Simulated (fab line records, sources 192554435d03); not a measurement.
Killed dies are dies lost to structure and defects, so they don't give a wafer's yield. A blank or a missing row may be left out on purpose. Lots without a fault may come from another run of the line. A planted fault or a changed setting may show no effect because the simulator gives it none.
Chamber matching | flow n5_finfet | N5_FIN_SAQP_MANDREL_ETCH_58 on rie_si-04: 4 sister chambers
The step etches a-Si in HBr/Cl2, stops on SiNx, target depth 45 nm, bt time 10 s, time 27 s. 4 wafers are shown with their chamber, then 7 later ones without.

WAFERS WITH THEIR CHAMBER
wafer  | chamber | throttle_valve_pct (%)
L084.6 | 2       | 35.55
L086.3 | 1       | 34.80
L088.1 | 0       | 35.67
L088.3 | 3       | 35.41

WAFERS WITHOUT THEIR CHAMBER
wafer  | throttle_valve_pct (%)
L088.4 | 35.55
L089.2 | 35.55
L089.4 | 35.64
L089.5 | 35.54
L090.1 | 35.69
L090.3 | 35.55
L090.5 | 35.68

WHICH CHAMBER EACH WENT THROUGH
wafer  | from the rows above | in truth
L088.4 | 2                   | 2
L089.2 | 2                   | 2
L089.4 | 0                   | 0
L089.5 | 2                   | 2
L090.1 | 0                   | 0
L090.3 | 2                   | 2
L090.5 | 0                   | 0
Placed correctly: 7 of 7. Can't be placed from these rows: 0. Placed wrongly: 0.
How it was worked out, from the rows above alone: a wafer's distance from a chamber is the root of the sum, over the readings, of the square of ((its reading less the chamber's mean) divided by the reading's scatter). The wafer belongs to the nearest chamber; if the next one is less than 2 further off, it can't be placed. A chamber's mean is the mean of its shown wafers. The scatter: with one shown wafer a chamber, the root of the mean of the squares of how far each hidden wafer lies from its nearest shown one.
